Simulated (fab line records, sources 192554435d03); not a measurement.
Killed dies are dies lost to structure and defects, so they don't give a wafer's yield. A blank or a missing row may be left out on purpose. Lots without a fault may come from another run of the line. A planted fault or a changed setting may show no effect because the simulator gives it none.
fab line records | flow n5_finfet
record lots=24 wafers=72 last_day=18
route steps=1938 shown BEOL_M1@840 BEOL_M2@855
lots that met no fault: from a run of the same line without faults
start_h: hours from the record's first day to the start of the lot's first wafer shown | wait_h: hours since the lot's step before | " the same as in the row above | L1.1+2: a row that stands for several wafers | - no value, or no start given | * or withheld: withheld | < > ~ a bound
route shown NAME@n: a module of which the file shows steps, and the number in the route of the first | usual: mean/standard deviation of fault-free wafers | same: alike in all rows | chamber/n: place in a boat | sites: the reading at each site | _std_site: their standard deviation | _edge_site: outer sites' mean less inner sites' | radius_mm: how far each site lies from the wafer's centre | mask NAME#n: copy n | behind: the tool/chamber that last shaped the wafer | hold: why the lot was held/for how many hours/how that ended | device: the transistor (n, p or np) that didn't switch | end of line: the same wafers' tests at the end of the route | a step without rows: its recipe alone | killed: dies lost to structure and defects at the first sort, not the wafer's yield | map: a wafer's dies, x killed, . not, _ none there
set.NAME: the setting as run; set.NAME@STEP: as run at that earlier step | model.NAME: the simulator's own value behind a step, which no gauge read
steps of the route over a sample of lots; a table a step, a row a wafer
services: from which hour (start_h, from the record's first day; less than 0 if before it) a tool's chamber was out of use, for how many hours, and why
## steps
# step N5_BEOL_M1_INSPECT_59
# recipe inspect_instrument=darkfield mode=post_dep
# usual raw_defect_count=76/32
# columns lot.wafer tool chamber start_h wait_h raw_defect_count
L074.2 defect_inspect-01 - 138.99 0.0 71
L074.3 " - " " 47
L074.5 " - " " 49
L075.2 defect_inspect-01 - 142.75 0.0 93
L075.4 " - " " 110
L075.6 " - " " 175
L076.3 defect_inspect-01 - 145.40 0.0 119
L076.4 " - " " 84
L076.6 " - " " 121
L077.1 defect_inspect-01 - 146.26 0.0 54
L077.2 " - " " 55
L077.3 " - " " 66
L078.1 defect_inspect-01 - 157.75 0.0 87
L078.2 " - " " 119
L078.5 " - " " 118
L079.1 defect_inspect-02 - 162.20 0.0 55
L079.3 " - " " 27
L079.5 " - " " 35
L080.4 defect_inspect-02 - 169.53 0.0 50
L080.5 " - " " 49
L080.6 " - " " 78
L081.2 defect_inspect-01 - 177.20 0.0 186
L081.3 " - " " 68
L081.4 " - " " 123
L082.3 defect_inspect-01 - 181.40 0.0 63
L082.4 " - " " 84
L082.6 " - " " 58
L083.1 defect_inspect-02 - 187.55 0.0 65
L083.4 " - " " 70
L083.5 " - " " 57
L084.2 defect_inspect-02 - 192.13 0.0 39
L084.3 " - " " 67
L084.6 " - " " 50
L085.3 defect_inspect-01 - 208.57 0.0 116
L085.5 " - " " 64
L085.6 " - " " 83
L087.1 defect_inspect-02 - 217.61 0.0 50
L087.2 " - " " 56
L087.5 " - " " 71
L088.1 defect_inspect-01 - 219.97 0.0 212
L088.5 " - " " 154
L088.6 " - " " 113
L086.2 defect_inspect-02 - 220.41 0.0 67
L086.3 " - " " 74
L086.6 " - " " 68
L089.1 defect_inspect-02 - 223.06 0.0 58
L089.2 " - " " 44
L089.6 " - " " 40
L090.1 defect_inspect-01 - 224.67 0.0 80
L090.4 " - " " 83
L090.5 " - " " 86
L091.1 defect_inspect-01 - 237.67 0.0 96
L091.4 " - " " 84
L091.5 " - " " 60
L092.2 defect_inspect-01 - 241.87 0.0 76
L092.3 " - " " 77
L092.6 " - " " 98
L093.2 defect_inspect-01 - 248.86 0.0 61
L093.5 " - " " 69
L093.6 " - " " 80
L094.2 defect_inspect-02 - 261.30 0.0 50
L094.3 " - " " 61
L094.4 " - " " 74
L096.3 defect_inspect-01 - 262.18 0.0 72
L096.4 " - " " 85
L096.5 " - " " 68
L095.3 defect_inspect-01 - 265.09 0.0 43
L095.5 " - " " 44
L095.6 " - " " 79
L097.2 defect_inspect-02 - 282.46 0.0 69
L097.4 " - " " 43
L097.5 " - " " 49
# step N5_BEOL_M2_OVL_MEAS_12
# recipe points_per_wafer=522
# usual M2_OVL=-0.2/0.78
# columns lot.wafer tool chamber start_h wait_h M2_OVL[nm]
L074.2 overlay-02 0 139.94 0.0 0.0
L074.3 " 0 " " 0.2
L074.5 " 0 " " 0.6
L075.2 overlay-01 0 143.40 0.0 0.7
L075.4 " 0 " " 0.6
L075.6 " 0 " " 0.3
L076.3 overlay-02 0 146.48 0.0 0.5
L076.4 " 0 " " 0.9
L076.6 " 0 " " 0.9
L077.1 overlay-01 0 149.16 0.0 0.2
L077.2 " 0 " " -0.3
L077.3 " 0 " " -0.8
L078.1 overlay-01 0 159.21 0.0 -1.0
L078.2 " 0 " " 0.1
L078.5 " 0 " " 0.0
L079.1 overlay-01 0 163.27 0.0 -1.0
L079.3 " 0 " " -1.1
L079.5 " 0 " " -0.9
L080.4 overlay-01 0 171.41 0.0 0.1
L080.5 " 0 " " -0.6
L080.6 " 0 " " -0.9
L081.2 overlay-02 0 178.31 0.0 0.0
L081.3 " 0 " " -1.0
L081.4 " 0 " " -0.3
L082.3 overlay-01 0 182.45 0.0 0.7
L082.4 " 0 " " -0.9
L082.6 " 0 " " -0.1
L083.1 overlay-02 0 190.25 0.0 1.2
L083.4 " 0 " " -0.1
L083.5 " 0 " " -0.4
L084.2 overlay-02 0 193.75 0.0 0.9
L084.3 " 0 " " -0.7
L084.6 " 0 " " 0.9
L085.3 overlay-01 0 209.75 0.0 0.6
L085.5 " 0 " " -0.1
L085.6 " 0 " " -0.4
L087.1 overlay-01 0 219.63 0.0 -1.6
L087.2 " 0 " " 0.7
L087.5 " 0 " " -1.5
L088.1 overlay-02 0 220.83 0.0 -1.4
L088.5 " 0 " " -1.7
L088.6 " 0 " " -1.8
L086.2 overlay-01 0 221.47 0.0 1.0
L086.3 " 0 " " 1.1
L086.6 " 0 " " 0.5
L089.1 overlay-01 0 225.95 0.0 -0.6
L089.2 " 0 " " -0.9
L089.6 " 0 " " -0.2
L090.1 overlay-01 0 226.65 0.0 -1.1
L090.4 " 0 " " 1.1
L090.5 " 0 " " -0.1
L091.1 overlay-01 0 238.50 0.0 -0.3
L091.4 " 0 " " -0.3
L091.5 " 0 " " -0.1
L092.2 overlay-01 0 242.82 0.0 -0.5
L092.3 " 0 " " -0.5
L092.6 " 0 " " -1.4
L093.2 overlay-01 0 250.85 0.0 -0.2
L093.5 " 0 " " 0.1
L093.6 " 0 " " -0.1
L094.2 overlay-02 0 262.14 0.0 -0.7
L094.3 " 0 " " 0.7
L094.4 " 0 " " -1.5
L096.3 overlay-01 0 266.90 0.0 -0.5
L096.4 " 0 " " -1.1
L096.5 " 0 " " 0.0
L095.3 overlay-01 0 268.18 0.0 -1.0
L095.5 " 0 " " -0.8
L095.6 " 0 " " 0.5
L097.2 overlay-01 0 283.93 0.0 1.3
L097.4 " 0 " " 1.0
L097.5 " 0 " " 1.2
# step N5_BEOL_M2_CD_MEAS_18
# recipe pitch_nm=36 target_cd_nm=18
# usual cd_nm=18.0/0.3
# columns lot.wafer tool chamber start_h wait_h cd_nm
L074.2 cd_sem-02 - 140.54 0.1 17.8
L074.3 " - " " 18.4
L074.5 " - " " 18.3
L075.2 cd_sem-01 - 143.96 0.1 18.1
L075.4 " - " " 18.3
L075.6 " - " " 18.2
L076.3 cd_sem-02 - 147.00 0.1 18.3
L076.4 " - " " 18.3
L076.6 " - " " 17.7
L077.1 cd_sem-02 - 150.30 0.0 18.4
L077.2 " - " " 18.2
L077.3 " - " " 18.4
L078.1 cd_sem-01 - 159.74 0.0 17.7
L078.2 " - " " 17.8
L078.5 " - " " 18.5
L079.1 cd_sem-02 - 163.81 0.0 17.3
L079.3 " - " " 17.7
L079.5 " - " " 17.5
L080.4 cd_sem-01 - 172.07 0.1 17.9
L080.5 " - " " 17.7
L080.6 " - " " 18.0
L081.2 cd_sem-01 - 178.86 0.1 18.0
L081.3 " - " " 17.7
L081.4 " - " " 18.6
L082.3 cd_sem-01 - 182.96 0.1 18.1
L082.4 " - " " 17.9
L082.6 " - " " 17.6
L083.1 cd_sem-02 - 190.95 0.0 17.5
L083.4 " - " " 17.6
L083.5 " - " " 18.0
L084.2 cd_sem-03 - 194.32 0.1 17.6
L084.3 " - " " 17.7
L084.6 " - " " 17.8
L085.3 cd_sem-03 - 210.29 0.1 17.7
L085.5 " - " " 17.8
L085.6 " - " " 17.8
L087.1 cd_sem-02 - 220.54 0.0 17.9
L087.2 " - " " 18.0
L087.5 " - " " 17.6
L088.1 cd_sem-03 - 221.58 0.0 18.1
L088.5 " - " " 18.6
L088.6 " - " " 17.7
L086.2 cd_sem-03 - 222.42 0.1 17.6
L086.3 " - " " 18.0
L086.6 " - " " 18.5
L089.1 cd_sem-02 - 226.69 0.0 17.7
L089.2 " - " " 18.0
L089.6 " - " " 18.3
L090.1 cd_sem-03 - 227.18 0.0 17.3
L090.4 " - " " 17.7
L090.5 " - " " 17.3
L091.1 cd_sem-01 - 239.04 0.0 18.6
L091.4 " - " " 18.5
L091.5 " - " " 18.1
L092.2 cd_sem-01 - 243.62 0.1 18.2
L092.3 " - " " 17.5
L092.6 " - " " 17.7
L093.2 cd_sem-02 - 251.67 0.1 18.0
L093.5 " - " " 18.0
L093.6 " - " " 17.5
L094.2 cd_sem-03 - 262.66 0.1 18.0
L094.3 " - " " 18.0
L094.4 " - " " 17.6
L096.3 cd_sem-03 - 267.65 0.1 18.2
L096.4 " - " " 17.8
L096.5 " - " " 17.6
L095.3 cd_sem-01 - 268.70 0.1 17.9
L095.5 " - " " 17.5
L095.6 " - " " 18.1
L097.2 cd_sem-02 - 284.45 0.1 17.9
L097.4 " - " " 18.0
L097.5 " - " " 18.1
# step N5_BEOL_M2_STRIP_97
# recipe chemistry=N2/H2 time_s=10 power_w=450 temp_c=40 pressure_mtorr=20 rf_frequency_hz=6e+07 bias_power_w=7 n2_flow_sccm=200 h2_flow_sccm=200
# usual drypump_motor_current_A=5.8/0.34 n2_flow_sccm=200.0/0.61 oes_product_au=0.83/0.078 rf_vpp_V=59.4/0.83 showerhead_plenum_p_Torr=2.57/0.058 throttle_valve_pct=23.60/0.27
# columns lot.wafer tool chamber start_h wait_h drypump_motor_current_A n2_flow_sccm oes_product_au rf_hours_counter_h rf_vpp_V showerhead_plenum_p_Torr throttle_valve_pct
L074.2 rie_diel-02 0 - - 6.0 199.0 0.87 45 58.6 2.58 23.39
L074.3 " 1 " " 5.5 199.8 0.72 193 59.2 2.60 23.46
L074.5 " 0 " " 6.0 199.3 0.87 - 59.5 2.58 23.39
L075.2 rie_diel-06 0 - - 6.2 199.2 0.92 14 58.5 2.49 24.16
L075.4 " 1 " " 6.6 200.2 0.97 6 60.0 2.60 23.68
L075.6 " 3 " " 5.4 200.2 0.70 - 58.3 2.51 24.01
L076.3 rie_diel-06 0 - - 6.2 200.3 0.93 16 60.2 2.48 24.17
L076.4 " 3 " " 5.4 200.1 0.69 195 59.4 2.51 24.01
L076.6 " 3 " " 5.4 199.0 0.69 - 60.3 2.51 24.02
L077.1 rie_diel-02 2 - - 6.2 200.1 0.90 38 59.4 2.58 23.09
L077.2 " 3 " " 5.5 200.7 0.91 10 58.1 2.61 23.46
L077.3 " 1 " " 5.5 200.8 0.73 197 58.2 2.60 23.47
L078.1 rie_diel-01 1 - - 6.1 199.7 0.69 246 57.6 2.50 23.96
L078.2 " 0 " " 6.1 200.5 0.86 42 59.2 2.70 23.65
L078.5 " 1 " " 6.1 200.1 0.69 - 59.2 2.50 23.97
L079.1 rie_diel-02 1 - - 5.5 200.7 0.73 201 59.0 2.60 23.49
L079.3 " 3 " " 5.5 200.4 0.89 14 59.6 2.60 23.46
L079.5 " 2 " " 6.2 201.8 0.90 - 59.4 2.58 23.09
L080.4 rie_diel-02 3 - - 5.5 199.7 0.89 - 60.3 2.60 23.46
L080.5 " 1 " " 5.5 199.8 0.73 - 58.9 2.60 23.48
L080.6 " 0 " " 6.0 199.9 0.85 - 60.1 2.58 23.41
L081.2 rie_diel-02 2 - - 6.2 200.0 0.89 46 60.0 2.58 23.11
L081.3 " 1 " " 5.5 199.9 0.72 210 59.1 2.59 23.49
L081.4 " 0 " " 6.0 199.5 0.84 63 58.5 2.57 23.44
L082.3 rie_diel-06 2 - - 5.7 200.5 0.89 45 59.7 2.48 23.84
L082.4 " 1 " " 6.5 200.3 0.92 21 61.4 2.59 23.68
L082.6 " 0 " " 6.2 200.5 0.89 - 60.0 2.48 24.17
L083.1 rie_diel-01 3 - - 5.3 200.4 0.88 33 60.9 2.68 23.74
L083.4 " 1 " " 6.1 200.3 0.99 0 59.7 2.50 23.60
L083.5 " 2 " " 5.9 199.2 0.69 - 59.3 2.59 23.54
L084.2 rie_diel-06 3 - - 5.4 199.7 0.69 213 58.7 2.50 24.04
L084.3 " 1 " " 6.5 200.7 0.91 25 60.1 2.59 23.71
L084.6 " 3 " " 5.4 200.2 0.68 - 59.6 2.50 24.04
L085.3 rie_diel-02 1 - - 5.5 199.7 0.72 220 60.5 2.59 23.49
L085.5 " 3 " " 5.5 199.6 0.86 - 59.7 2.60 23.49
L085.6 " 0 " " 6.0 199.9 0.84 - 59.9 2.57 23.46
L087.1 rie_diel-06 1 - - 6.5 199.9 0.89 33 60.5 2.58 23.71
L087.2 " 0 " " 6.2 200.3 0.87 43 59.1 2.47 24.18
L087.5 " 2 " " 5.7 199.8 0.84 - 57.8 2.48 23.87
L088.1 rie_diel-01 3 - - 5.3 199.4 0.87 45 59.3 2.67 23.76
L088.5 " 3 " " 5.3 200.1 0.86 - 59.2 2.67 23.76
L088.6 " 1 " " 6.1 200.3 0.92 - 60.2 2.49 23.61
L086.2 rie_diel-02 1 - - 5.5 200.5 0.72 225 58.6 2.59 23.52
L086.3 " 2 " " 6.2 200.7 0.86 61 59.2 2.57 23.13
L086.6 " 3 " " 5.5 199.9 0.84 - 59.2 2.59 23.48
L089.1 rie_diel-02 0 - - 6.0 199.9 0.83 77 59.2 2.57 23.43
L089.2 " 2 " " 6.2 199.0 0.86 62 59.4 2.57 23.13
L089.6 " 3 " " 5.5 199.5 0.85 - 59.2 2.59 23.49
L090.1 rie_diel-02 1 - - 5.6 199.9 0.72 226 61.8 2.59 23.51
L090.4 " 0 " " 6.0 200.3 0.83 77 61.2 2.57 23.44
L090.5 " 3 " " 5.5 200.4 0.85 - 59.7 2.59 23.49
L091.1 rie_diel-02 2 - - 6.2 200.1 0.85 66 59.2 2.57 23.14
L091.4 " 0 " " 6.0 199.4 0.82 81 60.2 2.57 23.47
L091.5 " 0 " " 6.0 199.8 0.82 - 57.8 2.57 23.45
L092.2 rie_diel-02 3 - - 5.5 199.4 0.85 43 57.8 2.59 23.50
L092.3 " 0 " " 6.0 200.0 0.83 82 60.3 2.57 23.47
L092.6 " 3 " " 5.5 198.8 0.84 - 57.8 2.59 23.49
L093.2 rie_diel-01 1 - - 6.1 199.9 0.89 24 59.6 2.49 23.63
L093.5 " 0 " " 6.0 199.8 0.81 - 59.8 2.68 23.69
L093.6 " 3 " " 5.3 199.0 0.85 - 60.3 2.67 23.74
L094.2 rie_diel-06 0 - - 6.2 198.8 0.85 58 60.7 2.47 24.21
L094.3 " 1 " " 6.6 200.4 0.88 49 59.9 2.58 23.72
L094.4 " 2 " " 5.7 201.3 0.84 75 59.0 2.47 23.86
L096.3 rie_diel-02 0 - - 6.0 201.7 0.81 91 60.4 2.56 23.47
L096.4 " 1 " " 5.6 200.0 0.70 240 58.4 2.58 23.53
L096.5 " 0 " " 6.0 200.9 0.81 - 59.9 2.56 23.47
L095.3 rie_diel-02 0 - - 6.0 200.3 0.82 92 59.1 2.56 23.46
L095.5 " 3 " " 5.5 199.1 0.83 - 59.3 2.59 23.50
L095.6 " 0 " " 6.0 199.4 0.82 - 60.7 2.56 23.47
L097.2 rie_diel-01 3 - - 5.3 199.2 0.84 65 58.4 2.66 23.78
L097.4 " 0 " " 6.1 200.8 0.81 88 61.0 2.68 23.72
L097.5 " 1 " " 6.1 199.8 0.88 - 59.6 2.48 23.65
# step N5_BEOL_M2_CD_MEAS_35
# recipe target_cd_nm=18 target_cd_y_nm=22.2 polarity=opening
# usual cd_nm=17.9/0.38
# columns lot.wafer tool chamber start_h wait_h cd_nm
L074.2 cd_sem-01 - 142.36 0.0 18.2
L074.3 " - " " 18.4
L074.5 " - " " 18.1
L075.2 cd_sem-01 - 149.73 0.0 17.8
L075.4 " - " " 18.4
L075.6 " - " " 17.9
L076.3 cd_sem-03 - 154.15 0.0 18.3
L076.4 " - " " 17.7
L076.6 " - " " 17.3
L077.1 cd_sem-01 - 154.16 0.0 18.4
L077.2 " - " " 18.0
L077.3 " - " " 18.5
L078.1 cd_sem-03 - 162.62 0.0 17.7
L078.2 " - " " 18.3
L078.5 " - " " 18.2
L079.1 cd_sem-02 - 165.52 0.0 17.0
L079.3 " - " " 18.2
L079.5 " - " " 17.5
L080.4 cd_sem-03 - 177.23 0.0 18.0
L080.5 " - " " 17.3
L080.6 " - " " 17.5
L081.2 cd_sem-03 - 186.99 0.0 17.9
L081.3 " - " " 17.6
L081.4 " - " " 18.5
L082.3 cd_sem-02 - 187.05 0.0 18.3
L082.4 " - " " 17.6
L082.6 " - " " 17.5
L083.1 cd_sem-01 - 195.08 0.0 17.8
L083.4 " - " " 17.8
L083.5 " - " " 17.3
L084.2 cd_sem-03 - 198.76 0.0 17.5
L084.3 " - " " 17.8
L084.6 " - " " 18.2
L085.3 cd_sem-02 - 216.66 0.0 17.7
L085.5 " - " " 17.4
L085.6 " - " " 18.0
L087.1 cd_sem-01 - 226.81 0.0 18.2
L087.2 " - " " 18.0
L087.5 " - " " 17.9
L088.1 cd_sem-02 - 226.84 0.0 18.3
L088.5 " - " " 18.3
L088.6 " - " " 17.4
L086.2 cd_sem-02 - 226.93 0.0 18.0
L086.3 " - " " 18.0
L086.6 " - " " 18.2
L089.1 cd_sem-01 - 229.87 0.0 17.0
L089.2 " - " " 18.0
L089.6 " - " " 18.2
L090.1 cd_sem-02 - 230.34 0.0 17.8
L090.4 " - " " 17.4
L090.5 " - " " 17.9
L091.1 cd_sem-03 - 243.22 0.0 18.4
L091.4 " - " " 18.6
L091.5 " - " " 18.1
L092.2 cd_sem-03 - 245.00 0.0 17.6
L092.3 " - " " 17.5
L092.6 " - " " 18.6
L093.2 cd_sem-03 - 254.15 0.0 18.1
L093.5 " - " " 18.0
L093.6 " - " " 18.1
L094.2 cd_sem-03 - 272.85 0.0 17.9
L094.3 " - " " 17.2
L094.4 " - " " 17.2
L096.3 cd_sem-02 - 274.15 0.0 17.8
L096.4 " - " " 17.9
L096.5 " - " " 17.5
L095.3 cd_sem-02 - 274.63 0.0 17.9
L095.5 " - " " 17.9
L095.6 " - " " 18.8
L097.2 cd_sem-01 - 288.40 0.0 18.1
L097.4 " - " " 18.1
L097.5 " - " " 18.1
# step N5_BEOL_M2_DEGAS_44
# recipe ambient=vacuum temp_c=250 time_s=60
# usual heater_power_w=339/22
# columns lot.wafer tool chamber start_h wait_h heater_power_w
L074.2 pvd_sputter-01 - 142.58 0.2 343
L074.3 " - " " 336
L074.5 " - " " 350
L075.2 pvd_sputter-02 - 149.90 0.2 276
L075.4 " - " " 333
L075.6 " - " " 323
L076.3 pvd_sputter-01 - 154.54 0.4 342
L076.4 " - " " 352
L076.6 " - " " 343
L077.1 pvd_sputter-01 - 154.62 0.5 345
L077.2 " - " " 355
L077.3 " - " " 356
L078.1 pvd_sputter-01 - 162.82 0.2 347
L078.2 " - " " 347
L078.5 " - " " 343
L079.1 pvd_sputter-01 - 165.82 0.3 350
L079.3 " - " " 359
L079.5 " - " " 344
L080.4 pvd_sputter-02 - 177.63 0.4 269
L080.5 " - " " 330
L080.6 " - " " 318
L081.2 pvd_sputter-01 - 187.06 0.1 349
L081.3 " - " " 349
L081.4 " - " " 356
L082.3 pvd_sputter-01 - 187.14 0.1 346
L082.4 " - " " 361
L082.6 " - " " 350
L083.1 pvd_sputter-01 - 195.40 0.3 347
L083.4 " - " " 333
L083.5 " - " " 349
L084.2 pvd_sputter-01 - 199.06 0.3 343
L084.3 " - " " 351
L084.6 " - " " 361
L085.3 pvd_sputter-01 - 216.73 0.1 352
L085.5 " - " " 353
L085.6 " - " " 355
L087.1 pvd_sputter-01 - 226.96 0.1 342
L087.2 " - " " 349
L087.5 " - " " 342
L088.1 pvd_sputter-01 - 227.04 0.2 338
L088.5 " - " " 349
L088.6 " - " " 335
L086.2 pvd_sputter-03 - 227.53 0.6 303
L086.3 " - " " 281
L086.6 " - " " 297
L089.1 pvd_sputter-03 - 229.99 0.1 278
L089.2 " - " " 299
L089.6 " - " " 273
L090.1 pvd_sputter-01 - 230.38 0.0 345
L090.4 " - " " 345
L090.5 " - " " 347
L091.1 pvd_sputter-01 - 243.31 0.1 348
L091.4 " - " " 351
L091.5 " - " " 342
L092.2 pvd_sputter-03 - 245.33 0.3 298
L092.3 " - " " 300
L092.6 " - " " 279
L093.2 pvd_sputter-01 - 255.09 0.9 346
L093.5 " - " " 339
L093.6 " - " " 339
L094.2 pvd_sputter-01 - 273.38 0.5 347
L094.3 " - " " 357
L094.4 " - " " 336
L096.3 pvd_sputter-01 - 274.84 0.7 362
L096.4 " - " " 344
L096.5 " - " " 340
L095.3 pvd_sputter-01 - 275.40 0.8 355
L095.5 " - " " 345
L095.6 " - " " 352
L097.2 pvd_sputter-01 - 288.86 0.5 343
L097.4 " - " " 364
L097.5 " - " " 349
## services
# columns tool chamber start_h hours kind
pvd_sputter-03 - 157.71 0.7 repair
rie_diel-02 2 171.75 5.4 repair
rie_diel-01 1 172.90 - clean
rie_diel-01 1 172.90 - consumable_replace:focus_ring
rie_diel-01 1 172.90 20.6 scheduled_down
rie_diel-01 1 172.90 20.6 vent_cycle
rie_diel-01 - 189.34 0.3 repair
rie_diel-01 2 218.92 9.9 repair
rie_diel-02 0 219.88 3.8 repair
rie_diel-01 2 254.45 7.3 repair
rie_diel-01 2 261.77 - clean
rie_diel-01 2 261.77 - consumable_replace:focus_ring
rie_diel-01 2 261.77 11.2 scheduled_down
rie_diel-01 2 261.77 11.2 vent_cycle
## key
fault none
